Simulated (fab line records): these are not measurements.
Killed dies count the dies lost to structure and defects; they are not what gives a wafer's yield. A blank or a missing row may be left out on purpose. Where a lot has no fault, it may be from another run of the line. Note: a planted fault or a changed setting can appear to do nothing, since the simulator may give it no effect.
Which tool was responsible? :: flow nand harc :: 39 wafers from 13 lots sampled at 4 of the route's 1302 steps

## WHAT THE GAUGES SHOWED, per wafer
NHARC_P_BONDPAD_INSPECT_23.
lot: L808
measured: day 7 06:09
on: defect inspect-02
raw defect count: 278 304 267

lot: L812
measured: day 8 19:25
on: defect inspect-02
raw defect count: 263 390 232

lot: L811
measured: day 8 19:47
on: defect inspect-02
raw defect count: 314 279 302

lot: L813
measured: day 9 13:15
on: defect inspect-02
raw defect count: 275 237 312

lot: L814
measured: day 9 18:54
on: defect inspect-02
raw defect count: 236 174 216

lot: L815
measured: day 10 01:34
on: defect inspect-02
raw defect count: 242 323 430

lot: L823
measured: day 13 09:38
on: defect inspect-01
raw defect count: 202 388 237

lot: L824
measured: day 13 17:43
on: defect inspect-01
raw defect count: 418 405 492

lot: L825
measured: day 14 10:31
on: defect inspect-02
raw defect count: 352 257 241

lot: L826
measured: day 14 11:21
on: defect inspect-02
raw defect count: 264 207 312

lot: L827
measured: day 15 01:58
on: defect inspect-02
raw defect count: 257 331 204

lot: L828
measured: day 15 14:33
on: defect inspect-02
raw defect count: 367 333 553

lot: L830
measured: day 16 08:00
on: defect inspect-02
raw defect count: 418 326 354

NHARC_END_SORT_01.
lot: L813
measured: day 27 17:35
on: prober-02
killed at array: 674 673 673
killed at other: 1 1 3
killed at periphery: 2 3 1
killed dies: 677 677 677
killed open: 1 3 5
killed short: 1 2 0

lot: L814
measured: day 27 08:58
on: prober-01
killed at array: 674 676 674
killed at other: 2 0 0
killed at periphery: 1 1 3
killed dies: 677 677 677
killed open: 2 4 6
killed short: 1 3 3

lot: L815
measured: day 27 16:50
on: prober-01
killed at array: 673 672 671
killed at other: 0 0 3
killed at periphery: 4 5 3
killed dies: 677 677 677
killed open: 1 5 2
killed short: 2 3 0

## EACH LOT AND THE TOOL THAT RAN IT (in order: tool; ch and the chambers of the sampled wafers; start)
lot: L808
NHARC_A_ZERO_WELL_ETCH_19: rie diel-10 ch 0,2, day 7 07:43
NHARC_A_ONON_D1_DEP_00: pecvd onon-04 ch 0, day 8 06:15

lot: L812
NHARC_A_ZERO_WELL_ETCH_19: rie diel-11 ch 0,2,3, day 8 20:57
NHARC_A_ONON_D1_DEP_00: pecvd onon-01 ch 0, day 9 18:47

lot: L811
NHARC_A_ZERO_WELL_ETCH_19: rie diel-11 ch 0,2, day 8 21:20
NHARC_A_ONON_D1_DEP_00: pecvd onon-04 ch 0, day 9 18:50

lot: L813
NHARC_A_ZERO_WELL_ETCH_19: rie diel-10 ch 0,2, day 9 14:47
NHARC_A_ONON_D1_DEP_00: pecvd onon-01, day 10 16:23

lot: L814
NHARC_A_ZERO_WELL_ETCH_19: rie diel-10 ch 0,1,3, day 9 20:20
NHARC_A_ONON_D1_DEP_00: pecvd onon-04, day 10 16:20

lot: L815
NHARC_A_ZERO_WELL_ETCH_19: rie diel-10 ch 1,2,3, day 10 03:08
NHARC_A_ONON_D1_DEP_00: pecvd onon-03, day 11 01:26

lot: L823
NHARC_A_ZERO_WELL_ETCH_19: rie diel-11 ch 0,3, day 13 11:13
NHARC_A_ONON_D1_DEP_00: pecvd onon-03 ch 0, day 14 10:01

lot: L824
NHARC_A_ZERO_WELL_ETCH_19: rie diel-10 ch 0,1,2, day 13 19:17
NHARC_A_ONON_D1_DEP_00: pecvd onon-04 ch 0, day 14 17:52

lot: L825
NHARC_A_ZERO_WELL_ETCH_19: rie diel-10 ch 0,2,3, day 14 11:58
NHARC_A_ONON_D1_DEP_00: pecvd onon-03 ch 0, day 15 08:35

lot: L826
NHARC_A_ZERO_WELL_ETCH_19: rie diel-11 ch 2,3, day 14 12:55
NHARC_A_ONON_D1_DEP_00: pecvd onon-04 ch 0, day 15 08:35

lot: L827
NHARC_A_ZERO_WELL_ETCH_19: rie diel-09 ch 2,3, day 15 03:32
NHARC_A_ONON_D1_DEP_00: pecvd onon-04 ch 0, day 16 03:52

lot: L828
NHARC_A_ZERO_WELL_ETCH_19: rie diel-10 ch 0,3, day 15 16:06
NHARC_A_ONON_D1_DEP_00: pecvd onon-01 ch 0, day 16 13:15

lot: L830
NHARC_A_ZERO_WELL_ETCH_19: rie diel-10 ch 1,3, day 16 09:26
NHARC_A_ONON_D1_DEP_00: pecvd onon-04 ch 0, day 17 08:44
- NHARC_A_ZERO_WELL_ETCH_19: etches the open film in N2/H2, target depth 80 nm, overetch 24 nm, time 87.88 s.
- NHARC_A_ONON_D1_DEP_00: target thk 1000 nm.

## AS READ BY THE TOOLS THEMSELVES (means over the sampled wafers that have a number; for cases with no such wafer, the mark the record gives instead)
NHARC_A_ZERO_WELL_ETCH_19.
lot: L808
tool: rie diel-10
bias w (W): 150.2
drypump motor current A (A): 5.7
oes product au (a.u.): 1.016
rf vpp V (V): 432.4
showerhead plenum p Torr (Torr): 2.14
throttle valve pct (%): 14.174

lot: L812
tool: rie diel-11
bias w (W): 149.9
drypump motor current A (A): 5.9
oes product au (a.u.): 0.997
rf vpp V (V): 430.3
showerhead plenum p Torr (Torr): 2.01
throttle valve pct (%): 14.171

lot: L811
tool: rie diel-11
bias w (W): 149.9
drypump motor current A (A): 5.8
oes product au (a.u.): 0.999
rf vpp V (V): 430.3
showerhead plenum p Torr (Torr): 2.04
throttle valve pct (%): 14.154

lot: L813
tool: rie diel-10
bias w (W): 150.5
drypump motor current A (A): 5.7
oes product au (a.u.): 1.014
rf vpp V (V): 432.5
showerhead plenum p Torr (Torr): 2.14
throttle valve pct (%): 14.171

lot: L814
tool: rie diel-10
bias w (W): 150.4
drypump motor current A (A): 5.8
oes product au (a.u.): 1.007
rf vpp V (V): 430.4
showerhead plenum p Torr (Torr): 2.02
throttle valve pct (%): 14.164

lot: L815
tool: rie diel-10
bias w (W): 150.3
drypump motor current A (A): 5.7
oes product au (a.u.): 0.997
rf vpp V (V): 430.1
showerhead plenum p Torr (Torr): 2.02
throttle valve pct (%): 14.175

lot: L823
tool: rie diel-11
bias w (W): 149.8
drypump motor current A (A): 5.7
oes product au (a.u.): 1.001
rf vpp V (V): 429.7
showerhead plenum p Torr (Torr): 2.01
throttle valve pct (%): 14.170

lot: L824
tool: rie diel-10
bias w (W): 150.0
drypump motor current A (A): 5.6
oes product au (a.u.): 1.003
rf vpp V (V): 430.8
showerhead plenum p Torr (Torr): 2.08
throttle valve pct (%): 14.166

lot: L825
tool: rie diel-10
bias w (W): 149.9
drypump motor current A (A): 5.9
oes product au (a.u.): 1.004
rf vpp V (V): 431.7
showerhead plenum p Torr (Torr): 2.08
throttle valve pct (%): 14.159

lot: L826
tool: rie diel-11
bias w (W): 150.5
drypump motor current A (A): 6.1
oes product au (a.u.): 1.012
rf vpp V (V): 429.4
showerhead plenum p Torr (Torr): 1.98
throttle valve pct (%): 14.180

lot: L827
tool: rie diel-09
bias w (W): 150.2
drypump motor current A (A): 6.0
oes product au (a.u.): 1.007
rf vpp V (V): 426.2
showerhead plenum p Torr (Torr): 1.91
throttle valve pct (%): 14.177

lot: L828
tool: rie diel-10
bias w (W): 150.0
drypump motor current A (A): 6.1
oes product au (a.u.): 1.006
rf vpp V (V): 430.0
showerhead plenum p Torr (Torr): 2.02
throttle valve pct (%): 14.167

lot: L830
tool: rie diel-10
bias w (W): 149.9
drypump motor current A (A): 5.6
oes product au (a.u.): 1.007
rf vpp V (V): 428.4
showerhead plenum p Torr (Torr): 1.96
throttle valve pct (%): 14.171

NHARC_A_ONON_D1_DEP_00.
lot: L808
tool: pecvd onon-04
n2 flow sccm (sccm): 2751
n2o flow sccm (sccm): 1996
nh3 flow sccm (sccm): 499.6
sih4 flow sccm (sccm): 209.6
susceptor temp C (C): 399.93

lot: L812
tool: pecvd onon-01
n2 flow sccm (sccm): 2746
n2o flow sccm (sccm): 2001
nh3 flow sccm (sccm): 499.3
sih4 flow sccm (sccm): 210.0
susceptor temp C (C): 399.87

lot: L811
tool: pecvd onon-04
n2 flow sccm (sccm): 2746
n2o flow sccm (sccm): 2000
nh3 flow sccm (sccm): 500.4
sih4 flow sccm (sccm): 210.1
susceptor temp C (C): 400.09

lot: L813
tool: pecvd onon-01
n2 flow sccm (sccm): -
n2o flow sccm (sccm): -
nh3 flow sccm (sccm): -
sih4 flow sccm (sccm): -
susceptor temp C (C): -

lot: L814
tool: pecvd onon-04
n2 flow sccm (sccm): -
n2o flow sccm (sccm): -
nh3 flow sccm (sccm): -
sih4 flow sccm (sccm): -
susceptor temp C (C): -

lot: L815
tool: pecvd onon-03
n2 flow sccm (sccm): -
n2o flow sccm (sccm): -
nh3 flow sccm (sccm): -
sih4 flow sccm (sccm): -
susceptor temp C (C): -

lot: L823
tool: pecvd onon-03
n2 flow sccm (sccm): 2738
n2o flow sccm (sccm): 2001
nh3 flow sccm (sccm): 499.1
sih4 flow sccm (sccm): 210.8
susceptor temp C (C): 400.23

lot: L824
tool: pecvd onon-04
n2 flow sccm (sccm): 2746
n2o flow sccm (sccm): 2008
nh3 flow sccm (sccm): 499.7
sih4 flow sccm (sccm): 208.9
susceptor temp C (C): 400.20

lot: L825
tool: pecvd onon-03
n2 flow sccm (sccm): 2752
n2o flow sccm (sccm): 1993
nh3 flow sccm (sccm): 501.2
sih4 flow sccm (sccm): 209.2
susceptor temp C (C): 399.97

lot: L826
tool: pecvd onon-04
n2 flow sccm (sccm): 2740
n2o flow sccm (sccm): 2004
nh3 flow sccm (sccm): 499.2
sih4 flow sccm (sccm): 209.6
susceptor temp C (C): 400.01

lot: L827
tool: pecvd onon-04
n2 flow sccm (sccm): 2753
n2o flow sccm (sccm): 2000
nh3 flow sccm (sccm): 499.5
sih4 flow sccm (sccm): 210.3
susceptor temp C (C): 400.03

lot: L828
tool: pecvd onon-01
n2 flow sccm (sccm): 2754
n2o flow sccm (sccm): 1998
nh3 flow sccm (sccm): 501.5
sih4 flow sccm (sccm): 210.2
susceptor temp C (C): 399.98

lot: L830
tool: pecvd onon-04
n2 flow sccm (sccm): 2755
n2o flow sccm (sccm): 1998
nh3 flow sccm (sccm): 499.1
sih4 flow sccm (sccm): 210.5
susceptor temp C (C): 400.16

## THE ANSWER, worked out from the rows above alone
Rule: the lots themselves supply what counts as usual. The widest of any qualifying gaps counts: lots, ordered by their means at a reading, are off when they make up no more than a third of the lots, leave a main group of 4 or more, and stand apart from it by 3 or more times the standard deviation of that group's means. A main group is skipped when, at the precision printed for the reading in the tables above, its means are all equal. Also off: a lot with no number at a reading for which 4 or more lots have one. Any other lot the step has rows for is counted as sound. After the gauges, taken in route order, come the tools' own readings; for these a lot's mean is taken, as printed above. The first step at which some lot is off is used, and at that step the reading that is off furthest; a lot without a number counts as furthest.
Off: L813, L814, L815, at NHARC_A_ONON_D1_DEP_00 (n2 flow sccm). Without a number there: L813, L814, L815. Main group: mean 2748 sccm, sd 5.6.
A tool fits if, at that step or a process step before it, it ran every lot that is off, and no sound lot after the first of them. Of those tried, none fits.

## WHAT HAD BEEN PUT IN BY THE SIMULATOR
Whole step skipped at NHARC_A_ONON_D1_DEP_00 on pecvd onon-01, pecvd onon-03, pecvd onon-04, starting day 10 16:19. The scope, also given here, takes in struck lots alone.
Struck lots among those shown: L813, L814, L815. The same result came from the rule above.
